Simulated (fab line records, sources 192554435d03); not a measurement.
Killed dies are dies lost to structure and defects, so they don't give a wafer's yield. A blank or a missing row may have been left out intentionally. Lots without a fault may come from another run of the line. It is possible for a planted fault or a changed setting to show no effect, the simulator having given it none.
fab line records -- flow n5_finfet
[record] lots = 11, wafers = 30, last_day = 18
route steps=1938 shown BEOL_M1@818 BEOL_M4@1111 PASSIVATION@1936
lots with no fault: from the same line, run without faults
start_h: start of the lot's first displayed wafer, in hours after the record's first day -- wait_h: hours from the lot's prior step to this one -- " identical to the entry in the row above -- L1.1+2: one row covering several wafers at once -- - no value, or no start given -- * or withheld: withheld -- < > ~ a bound
route shown NAME@n: names a module that has steps shown in the file, with the first one's number in the route -- usual: average and standard deviation across the fault-free wafers -- same: alike in all rows -- chamber/n: place in a boat -- sites: readings site by site -- _std_site: standard deviation across them -- _edge_site: inner sites' mean taken away from outer sites' mean -- radius_mm: for every site, how far away it sits from the centre of the wafer -- mask NAME#n: copy n -- behind: the most recent tool/chamber to have shaped the wafer -- hold: why the lot went on hold/how many hours it stayed there/how the hold came to an end -- device: names the non-switching transistor (n, p or np) -- end of line: tests run on the same wafers once the route is complete -- a step given without rows: its recipe and nothing more -- killed: count of dies lost to structure and defects at first sort (not the wafer's yield) -- map: shows each die of a wafer: x if killed, . if not, _ if none is there
set.NAME: the run value of the setting; set.NAME@STEP: its run value at that earlier step -- model.NAME: the simulator's own value behind a step, which no gauge read
route steps across a sampled set of lots; one table per step, one row per wafer
services: from which hour (start_h, from the record's first day; less than 0 if before it) a tool's chamber was out of use, for how many hours, and why
[[steps]]
[step N5_BEOL_M1_SPUTTER_81]
[recipe] material = Cu, target_thk_a = 45, temp_c = -20, chamber_pressure_pa = 0.07, power_w = withheld, time_s = 8.29
[usual] substrate_temp_c = -20.00/0.099, throttle_valve_pct = 30.2/1.4
lot.wafer,tool,chamber,start_h,wait_h,substrate_temp_c,throttle_valve_pct
L155.1,pvd_sputter-01,-,167.20,0.1,-20.02,31.2
L155.3,pvd_sputter-01,-,167.20,0.1,-19.95,30.8
L155.6,pvd_sputter-01,-,167.20,0.1,-20.04,29.7
L159.1,pvd_sputter-01,-,175.64,0.1,-20.17,29.4
L159.3,pvd_sputter-01,-,175.64,0.1,-20.18,28.9
L159.6,pvd_sputter-01,-,175.64,0.1,-20.06,29.6
L160.1,pvd_sputter-02,-,177.60,0.1,-19.96,29.8
L160.4,pvd_sputter-02,-,177.60,0.1,-20.23,29.8
L160.5,pvd_sputter-02,-,177.60,0.1,-20.17,29.3
L166.2,pvd_sputter-01,-,231.34,0.1,-20.10,28.8
L166.3,pvd_sputter-01,-,231.34,0.1,-19.96,31.0
L167.1,pvd_sputter-02,-,237.35,0.1,-19.99,29.6
L167.3,pvd_sputter-02,-,237.35,0.1,-19.94,31.0
L167.5,pvd_sputter-02,-,237.35,0.1,-20.05,29.7
L168.1,pvd_sputter-03,-,237.45,0.1,-20.02,30.0
L168.2,pvd_sputter-03,-,237.45,0.1,-19.93,29.6
L168.6,pvd_sputter-03,-,237.45,0.1,-20.11,27.4
L170.2,pvd_sputter-01,-,240.46,0.1,-20.00,29.0
L170.4,pvd_sputter-01,-,240.46,0.1,-20.04,30.7
L170.6,pvd_sputter-01,-,240.46,0.1,-19.87,30.1
L171.2,pvd_sputter-03,-,242.93,0.1,-20.02,33.4
L171.6,pvd_sputter-03,-,242.93,0.1,-20.12,30.0
L172.2,pvd_sputter-03,-,248.82,0.1,-19.89,33.6
L172.4,pvd_sputter-03,-,248.82,0.1,-20.17,27.4
L173.4,pvd_sputter-02,-,254.92,0.1,-19.98,29.9
L173.5,pvd_sputter-02,-,254.92,0.1,-20.00,29.5
L173.6,pvd_sputter-02,-,254.92,0.1,-20.04,31.0
L175.2,pvd_sputter-02,-,272.37,0.1,-20.09,30.0
L175.3,pvd_sputter-02,-,272.37,0.1,-19.89,29.5
L175.6,pvd_sputter-02,-,272.37,0.1,-20.12,30.0
[step N5_BEOL_M1_ANNEAL_82]
[recipe] temp_c = 400, time_s = 240, ambient = vacuum
[usual] heater_power_w = 824/91
lot.wafer,tool,chamber,start_h,wait_h,heater_power_w
L155.1,pvd_sputter-01,-,167.28,0.0,960
L155.3,pvd_sputter-01,-,167.28,0.0,666
L155.6,pvd_sputter-01,-,167.28,0.0,788
L159.1,pvd_sputter-01,-,175.72,0.0,791
L159.3,pvd_sputter-01,-,175.72,0.0,793
L159.6,pvd_sputter-01,-,175.72,0.0,781
L160.1,pvd_sputter-02,-,177.68,0.0,815
L160.4,pvd_sputter-02,-,177.68,0.0,823
L160.5,pvd_sputter-02,-,177.68,0.0,834
L166.2,pvd_sputter-01,-,231.42,0.0,777
L166.3,pvd_sputter-01,-,231.42,0.0,952
L167.1,pvd_sputter-02,-,237.43,0.0,822
L167.3,pvd_sputter-02,-,237.43,0.0,765
L167.5,pvd_sputter-02,-,237.43,0.0,803
L168.1,pvd_sputter-03,-,237.53,0.0,801
L168.2,pvd_sputter-03,-,237.53,0.0,989
L168.6,pvd_sputter-03,-,237.53,0.0,837
L170.2,pvd_sputter-01,-,240.54,0.0,784
L170.4,pvd_sputter-01,-,240.54,0.0,645
L170.6,pvd_sputter-01,-,240.54,0.0,770
L171.2,pvd_sputter-03,-,243.01,0.0,927
L171.6,pvd_sputter-03,-,243.01,0.0,826
L172.2,pvd_sputter-03,-,248.90,0.0,913
L172.4,pvd_sputter-03,-,248.90,0.0,841
L173.4,pvd_sputter-02,-,255.00,0.0,815
L173.5,pvd_sputter-02,-,255.00,0.0,833
L173.6,pvd_sputter-02,-,255.00,0.0,765
L175.2,pvd_sputter-02,-,272.45,0.0,845
L175.3,pvd_sputter-02,-,272.45,0.0,825
L175.6,pvd_sputter-02,-,272.45,0.0,837
[step N5_BEOL_M1_SPUTTER_86]
[recipe] material = Cu, target_thk_a = 45, temp_c = -20, chamber_pressure_pa = 0.07, power_w = withheld, time_s = 8.29
[usual] substrate_temp_c = -20.00/0.11, throttle_valve_pct = 30.2/1.4
lot.wafer,tool,chamber,start_h,wait_h,substrate_temp_c,throttle_valve_pct
L155.1,pvd_sputter-01,-,167.42,0.1,-19.94,30.9
L155.3,pvd_sputter-01,-,167.42,0.1,-20.06,30.6
L155.6,pvd_sputter-01,-,167.42,0.1,-19.96,29.5
L159.1,pvd_sputter-01,-,175.86,0.1,-20.16,29.8
L159.3,pvd_sputter-01,-,175.86,0.1,-20.04,28.9
L159.6,pvd_sputter-01,-,175.86,0.1,-20.11,29.5
L160.1,pvd_sputter-02,-,177.82,0.1,-20.02,29.5
L160.4,pvd_sputter-02,-,177.82,0.1,-19.88,30.0
L160.5,pvd_sputter-02,-,177.82,0.1,-20.08,29.7
L166.2,pvd_sputter-01,-,231.56,0.1,-20.10,28.8
L166.3,pvd_sputter-01,-,231.56,0.1,-20.00,31.0
L167.1,pvd_sputter-02,-,237.57,0.1,-19.81,29.7
L167.3,pvd_sputter-02,-,237.57,0.1,-20.16,31.1
L167.5,pvd_sputter-02,-,237.57,0.1,-19.97,29.3
L168.1,pvd_sputter-03,-,237.67,0.1,-20.05,29.8
L168.2,pvd_sputter-03,-,237.67,0.1,-20.04,29.4
L168.6,pvd_sputter-03,-,237.67,0.1,-20.11,27.3
L170.2,pvd_sputter-01,-,240.68,0.1,-19.98,28.9
L170.4,pvd_sputter-01,-,240.68,0.1,-20.06,30.7
L170.6,pvd_sputter-01,-,240.68,0.1,-20.16,29.7
L171.2,pvd_sputter-03,-,243.15,0.1,-19.96,33.6
L171.6,pvd_sputter-03,-,243.15,0.1,-19.95,30.1
L172.2,pvd_sputter-03,-,249.04,0.1,-20.03,33.2
L172.4,pvd_sputter-03,-,249.04,0.1,-20.10,27.6
L173.4,pvd_sputter-02,-,255.14,0.1,-20.08,29.9
L173.5,pvd_sputter-02,-,255.14,0.1,-19.92,29.4
L173.6,pvd_sputter-02,-,255.14,0.1,-20.03,31.2
L175.2,pvd_sputter-02,-,272.59,0.1,-19.89,29.9
L175.3,pvd_sputter-02,-,272.59,0.1,-19.85,29.4
L175.6,pvd_sputter-02,-,272.59,0.1,-20.03,29.9
[step N5_BEOL_M1_ECD_50]
[recipe] material = Cu, target_thk_a = 3000
lot.wafer,tool,chamber,start_h,wait_h
L155.1+3+6,ecd_cu-02,1,168.64,0.1
L159.1+3+6,ecd_cu-02,0,177.08,0.1
L160.1+4+5,ecd_cu-02,"0,0,1",179.04,0.1
L166.2+3,ecd_cu-02,1,232.78,0.1
L167.1+3+5,ecd_cu-02,"1,0,1",238.78,0.1
L168.1+2+6,ecd_cu-01,"0,1,0",238.89,0.1
L170.2+4+6,ecd_cu-01,0,241.90,0.1
L171.2+6,ecd_cu-02,1,244.36,0.1
L172.2+4,ecd_cu-02,1,250.26,0.1
L173.4+5+6,ecd_cu-01,"1,0,1",256.37,0.1
L175.2+3+6,ecd_cu-01,"0,1,1",273.81,0.1
[step N5_BEOL_M1_CMP_52]
[recipe] stop_on = SiOC, t_overpolish_s = 6.8, down_force_psi = 1, platen_rpm = 50, clearing_platen_down_force_psi = 1.5, clearing_platen_rpm = 50, post_cmp_clean = cu_alkaline, target_thk_nm = 40, clearing_platen_pad_velocity_m_s = 0.99484, pad_velocity_m_s = 0.99484
[usual] motor_current_A = 6.1/0.71, time_to_endpoint_s = 62/3.2
lot.wafer,tool,chamber,start_h,wait_h,motor_current_A,time_to_endpoint_s
L155.1,cmp-03,0,169.33,0.3,7.3,62
L155.3,cmp-03,1,169.33,0.3,7.2,62
L155.6,cmp-03,0,169.33,0.3,7.2,62
L159.3,cmp-03,0,177.46,0.2,7.1,4
L159.1,cmp-03,1,177.46,0.2,6.6,5
L159.6,cmp-03,0,177.46,0.2,7.0,3
L160.1,cmp-04,2,179.42,0.3,5.2,0
L160.4,cmp-04,1,179.42,0.3,5.9,0
L160.5,cmp-04,3,179.42,0.3,6.9,1
L166.2,cmp-02,1,234.89,0.3,5.6,57
L166.3,cmp-02,2,234.89,0.3,6.2,63
L167.1,cmp-04,1,240.03,0.3,5.8,62
L167.3,cmp-04,3,240.03,0.3,7.2,66
L167.5,cmp-04,1,240.03,0.3,6.2,64
L168.2,cmp-02,0,240.34,0.3,6.0,60
L168.1,cmp-02,1,240.34,0.3,5.6,58
L168.6,cmp-02,3,240.34,0.3,6.3,60
L170.4,cmp-02,3,242.47,0.1,6.1,60
L170.2,cmp-02,1,242.47,0.1,5.5,59
L170.6,cmp-02,0,242.47,0.1,5.9,64
L171.2,cmp-04,0,245.55,0.2,5.0,59
L171.6,cmp-04,1,245.55,0.2,6.0,57
L172.2,cmp-04,0,251.88,0.3,5.0,59
L172.4,cmp-04,1,251.88,0.3,6.1,62
L173.4,cmp-03,3,257.23,0.2,5.4,57
L173.5,cmp-03,2,257.23,0.2,6.2,62
L173.6,cmp-03,3,257.23,0.2,5.3,60
L175.2,cmp-02,1,274.26,0.3,5.7,61
L175.3,cmp-02,2,274.26,0.3,6.4,63
L175.6,cmp-02,0,274.26,0.3,6.3,61
[step N5_BEOL_M4_RC_MEAS_101]
[usual] DIBL_N = 35.6/1.7, DIBL_P = 35.0/2, IOFF_N = 0.148/0.027, IOFF_P = 0.19/0.032, ION_N = 671/14, ION_P = 460/9.1, SS_N = 71.3/0.62, SS_P = 73.0/0.64, VT_N = 251/3.2, VT_P = -251.5/2.9
lot.wafer,tool,chamber,start_h,wait_h,DIBL_N[mV/V],DIBL_P[mV/V],IOFF_N[nA/um],IOFF_P[nA/um],ION_N[uA/um],ION_P[uA/um],SS_N[mV/dec],SS_P[mV/dec],VT_N[mV],VT_P[mV]
L155.1,prober-01,0,207.20,0.0,38.2,38.9,0.168,0.20,692,473,72.1,73.6,250,-252.7
L155.3,prober-01,0,207.20,0.0,38.3,39.4,0.180,0.22,685,466,71.9,73.4,248,-253.7
L155.6,prober-01,0,207.20,0.0,37.6,38.2,0.164,0.20,687,465,71.9,73.0,249,-252.6
L166.2,prober-02,0,277.07,0.2,38.8,36.7,0.158,0.19,668,450,70.9,74.1,253,-254.5
L166.3,prober-02,0,277.07,0.2,38.5,36.0,0.165,0.19,660,447,72.1,73.2,252,-252.7
L167.1,prober-01,0,280.14,0.0,36.7,34.2,0.161,0.21,658,451,72.0,73.1,252,-249.6
L167.3,prober-01,0,280.14,0.0,33.8,31.8,0.117,0.17,660,452,71.2,72.4,252,-252.6
L167.5,prober-01,0,280.14,0.0,33.4,31.3,0.114,0.16,639,447,70.4,72.5,253,-253.5
L168.1,prober-02,0,281.83,0.0,35.9,36.6,0.155,0.21,679,463,71.0,73.1,251,-250.7
L168.2,prober-02,0,281.83,0.0,38.4,38.6,0.197,0.24,670,449,71.7,73.7,247,-249.5
L168.6,prober-02,0,281.83,0.0,35.4,34.7,0.136,0.18,680,463,70.7,72.6,254,-251.3
L170.2,prober-01,0,296.66,0.2,34.2,33.0,0.118,0.15,657,449,70.2,72.0,253,-255.5
L170.4,prober-01,0,296.66,0.2,36.4,35.6,0.160,0.19,690,466,71.7,72.1,248,-253.0
L170.6,prober-01,0,296.66,0.2,36.4,35.6,0.148,0.18,669,454,70.8,72.8,253,-252.2
L171.2,prober-01,0,300.09,0.2,36.7,34.2,0.147,0.18,655,454,71.5,72.7,252,-250.2
L171.6,prober-01,0,300.09,0.2,35.3,34.1,0.133,0.18,682,476,70.5,72.9,252,-251.4
L172.2,prober-02,0,305.38,0.2,35.5,34.2,0.119,0.18,662,458,70.5,72.3,253,-251.4
L172.4,prober-02,0,305.38,0.2,40.2,40.5,0.222,0.30,692,475,72.3,73.4,247,-244.4
L173.4,prober-02,0,308.85,0.5,34.3,32.5,0.125,0.17,661,453,71.1,72.1,250,-253.9
L173.5,prober-02,0,308.85,0.5,36.1,34.7,0.166,0.21,677,458,71.4,72.9,245,-248.5
L173.6,prober-02,0,308.85,0.5,33.4,31.5,0.114,0.16,662,460,70.9,71.8,254,-254.1
L175.2,prober-02,0,321.94,0.2,37.7,37.6,0.200,0.22,701,468,71.8,74.1,246,-253.1
L175.3,prober-02,0,321.94,0.2,35.9,35.5,0.155,0.19,679,458,71.2,73.3,249,-251.3
L175.6,prober-02,0,321.94,0.2,36.3,36.0,0.166,0.20,681,456,71.3,73.6,245,-250.3
[step N5_PASSIVATION_PROBE_49]
[usual] defect_limited_yield = 91.2/1.6, killed_at_M0_to_M3 = 35/11, killed_at_M4_up = 14/5.4, killed_at_contacts = 13/6, killed_at_front_end = 38/11, killed_at_other = 3.4/2.6, killed_dies = 104/19, killed_on_rim = 13/3.9, killed_open = 68/13, killed_short = 34/8.5, sort_bin_5_function = 5.1/1, sort_bin_6_memory = 3.3/0.72, sort_bin_8_speed = 0.1/0.9, sort_n_pass = 1075/22, sort_yield_pct = 91.1/1.9
[same] gross_dies = 1180, killed_at_back_side = 0, sort_bin_4_leakage[%] = 0
lot.wafer,tool,chamber,start_h,wait_h,defect_limited_yield[%],killed_at_M0_to_M3,killed_at_M4_up,killed_at_contacts,killed_at_front_end,killed_at_other,killed_dies,killed_on_rim,killed_open,killed_short,sort_bin_5_function[%],sort_bin_6_memory[%],sort_bin_8_speed[%],sort_n_pass,sort_yield_pct[%]
L160.1,prober-01,-,331.49,0.0,0,1113,12,18,36,1,1180,152,67,30,96.9,2.6,0,0,0
L160.4,prober-01,-,331.64,0.2,0,1117,13,11,36,3,1180,152,60,26,96.5,3.1,0,0,0
L160.5,prober-01,-,331.69,0.2,0,1114,9,17,36,4,1180,152,63,41,96.9,2.7,0,0,0
L155.1,prober-02,-,332.81,0.0,91.8,33,8,17,35,4,97,15,67,29,5.7,2.1,0,1083,91.8
L155.3,prober-02,-,332.91,0.1,91.2,40,9,16,36,3,104,22,65,35,5.0,2.9,0,1076,91.2
L155.6,prober-02,-,333.06,0.3,90.3,46,16,20,32,1,115,16,73,35,5.6,3.5,0,1065,90.3
L159.1,prober-01,-,333.48,0.0,0,1122,10,8,35,5,1180,152,66,17,97.5,2.4,0,0,0
L159.3,prober-01,-,333.58,0.1,0,1114,8,12,46,0,1180,152,67,52,96.4,3.1,0,0,0
L159.6,prober-01,-,333.73,0.3,0,1124,7,7,42,0,1180,152,59,23,97.0,2.8,0,0,0
L168.1,prober-01,-,396.43,0.0,87.9,40,13,21,67,2,143,17,89,51,7.0,4.6,0,1037,87.9
L168.2,prober-01,-,396.48,0.1,90.1,44,17,4,51,1,117,20,81,35,5.9,3.6,0,1063,90.1
L168.6,prober-01,-,396.68,0.3,88.1,36,23,24,56,1,140,20,100,38,7.6,3.6,0,1040,88.1
// killed by level:class
L160.1 BEOL_M1:area_ecd=1079 MOL_CONTACT_COAG:geometric_particle:open=15 BEOL_M2:geometric_particle:open=9 FIN_SAQP:geometric_particle:open=7 FIN_SAQP:geometric_particle:short=7 BEOL_M3:geometric_particle:open=7 BEOL_M1:geometric_particle:open=6 STI_FIN_REVEAL:geometric_particle:open=5
L160.4 BEOL_M1:area_ecd=1092 FIN_SAQP:geometric_particle:open=11 MOL_CONTACT_COAG:geometric_particle:open=10 BEOL_M3:geometric_particle:open=7 BEOL_M2:geometric_particle:open=6 FIN_SAQP:geometric_particle:short=4 BEOL_M1:geometric_particle:open=4 BEOL_M3:geometric_particle:short=4
L160.5 BEOL_M1:area_ecd=1075 MOL_CONTACT_COAG:geometric_particle:open=15 BEOL_M2:geometric_particle:open=9 BEOL_M3:geometric_particle:short=8 BEOL_M3:geometric_particle:open=7 FIN_SAQP:geometric_particle:open=5 GATE_CUT:geometric_particle:short=5 BEOL_M2:geometric_particle:short=5
L155.1 BEOL_M0_SAQP:geometric_particle:open=13 MOL_CONTACT_COAG:geometric_particle:open=9 DUMMY_GATE:geometric_particle:open=8 MOL_CONTACT_COAG:geometric_particle:short=8 FIN_SAQP:geometric_particle:open=6 STARTING-WAFER:geometric_particle:open=6 BEOL_M1:geometric_particle:open=6 BEOL_M0_SAQP:geometric_particle:short=5
L155.3 STI_FIN_REVEAL:geometric_particle:open=11 MOL_CONTACT_COAG:geometric_particle:open=10 BEOL_M1:geometric_particle:open=10 BEOL_M2:geometric_particle:open=9 BEOL_M1:geometric_particle:short=7 MOL_CONTACT_COAG:geometric_particle:short=6 FIN_SAQP:geometric_particle:short=5 GATE_CUT:geometric_particle:short=5
L155.6 MOL_CONTACT_COAG:geometric_particle:open=16 BEOL_M0_SAQP:geometric_particle:short=11 BEOL_M2:geometric_particle:open=11 BEOL_M1:geometric_particle:open=8 BEOL_M4:geometric_particle:open=8 FIN_SAQP:geometric_particle:short=5 STI_FIN_REVEAL:geometric_particle:open=5 BEOL_M3:geometric_particle:open=5
L159.1 BEOL_M1:area_ecd=1097 FIN_SAQP:geometric_particle:open=12 STI_FIN_REVEAL:geometric_particle:open=7 MOL_CONTACT_COAG:geometric_particle:open=7 BEOL_M2:geometric_particle:open=7 BEOL_M0_SAQP:geometric_particle:open=6 GATE_CUT:geometric_particle:open=5 BEOL_M1:geometric_particle:open=5
L159.3 BEOL_M1:area_ecd=1060 BEOL_M0_SAQP:geometric_particle:short=20 BEOL_M0_SAQP:geometric_particle:open=12 FIN_SAQP:geometric_particle:open=10 STI_FIN_REVEAL:geometric_particle:open=8 GATE_CUT:geometric_particle:short=8 BEOL_M1:geometric_particle:open=8 FIN_SAQP:geometric_particle:short=7
L159.6 BEOL_M1:area_ecd=1094 FIN_SAQP:geometric_particle:open=10 BEOL_M1:geometric_particle:open=9 STI_FIN_REVEAL:geometric_particle:open=8 GATE_CUT:geometric_particle:short=8 BEOL_M2:geometric_particle:open=8 BEOL_M0_SAQP:geometric_particle:short=7 STARTING-WAFER:geometric_particle:open=5
L168.1 FIN_SAQP:geometric_particle:open=19 BEOL_M0_SAQP:geometric_particle:open=15 FIN_SAQP:geometric_particle:short=14 MOL_CONTACT_COAG:geometric_particle:open=13 GATE_CUT:geometric_particle:short=9 MOL_CONTACT_COAG:geometric_particle:short=8 BEOL_M4:geometric_particle:open=7 BEOL_M3:geometric_particle:open=7
L168.2 FIN_SAQP:geometric_particle:open=18 BEOL_M2:geometric_particle:open=15 STI_FIN_REVEAL:geometric_particle:open=9 FIN_SAQP:geometric_particle:short=7 BEOL_M0_SAQP:geometric_particle:open=7 BEOL_M0_SAQP:geometric_particle:short=6 BEOL_M4:geometric_particle:open=5 BEOL_M0:geometric_particle:short=5
L168.6 MOL_CONTACT_COAG:geometric_particle:open=20 FIN_SAQP:geometric_particle:open=19 BEOL_M4:geometric_particle:open=17 FIN_SAQP:geometric_particle:short=12 BEOL_M0_SAQP:geometric_particle:short=9 BEOL_M0_SAQP:geometric_particle:open=9 GATE_CUT:geometric_particle:open=8 BEOL_M1:geometric_particle:open=8
[[services]]
tool,chamber,start_h,hours,kind
cmp-03,-,153.58,2.2,repair
cmp-02,-,156.04,6.4,pm
pvd_sputter-02,-,159.51,2.8,repair
cmp-03,-,160.66,1.4,repair
cmp-02,-,183.32,16.4,pm
cmp-04,-,185.89,8.7,pm
ecd_cu-01,-,190.76,7.2,pm
cmp-02,-,200.38,0.2,repair
pvd_sputter-02,-,207.13,4.6,repair
cmp-04,-,221.30,4.0,pm
cmp-04,-,225.30,-,consumable_replace:conditioner
cmp-04,-,225.30,-,consumable_replace:pad
pvd_sputter-03,-,239.40,1.2,repair
cmp-02,-,246.69,7.8,pm
cmp-03,-,249.04,4.0,pm
cmp-03,-,253.04,-,consumable_replace:conditioner
cmp-03,-,253.04,-,consumable_replace:pad
cmp-04,-,253.92,7.0,pm
cmp-03,-,267.84,23.6,repair
[[key]]
[first_sign] step = N5_BEOL_M1_CMP_52, reading = time_to_endpoint_s, direction = down, sigmas = 19, usual = *, struck = *
[effect] step = N5_PASSIVATION_PROBE_49, reading = killed_at_M0_to_M3, direction = up, sigmas = 99+, usual = 35, struck = 1117
[more_kills_born_at] N5_BEOL_M1_ECD_50@ecd_cu-02 = 6497
met_at N5_BEOL_M1_ECD_50
struck_lots L159,L160
later_rows_left_out L159.1,L159.3,L159.6,L160.1,L160.4,L160.5
not_acting_at N5_BEOL_M1_SPUTTER_81,N5_BEOL_M1_ANNEAL_82,N5_BEOL_M1_SPUTTER_86
onset_between 168.64 177.08
[fault] kind = skipped_step_whole, tool = ecd_cu-02, chamber = -, onset_h = 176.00, steps = N5_BEOL_M1_ECD_50, scope = struck_lots_only
// later_rows_left_out: the simulator's readings of these wafers behind a module that went badly wrong aren't trusted and aren't shown, but for the sort
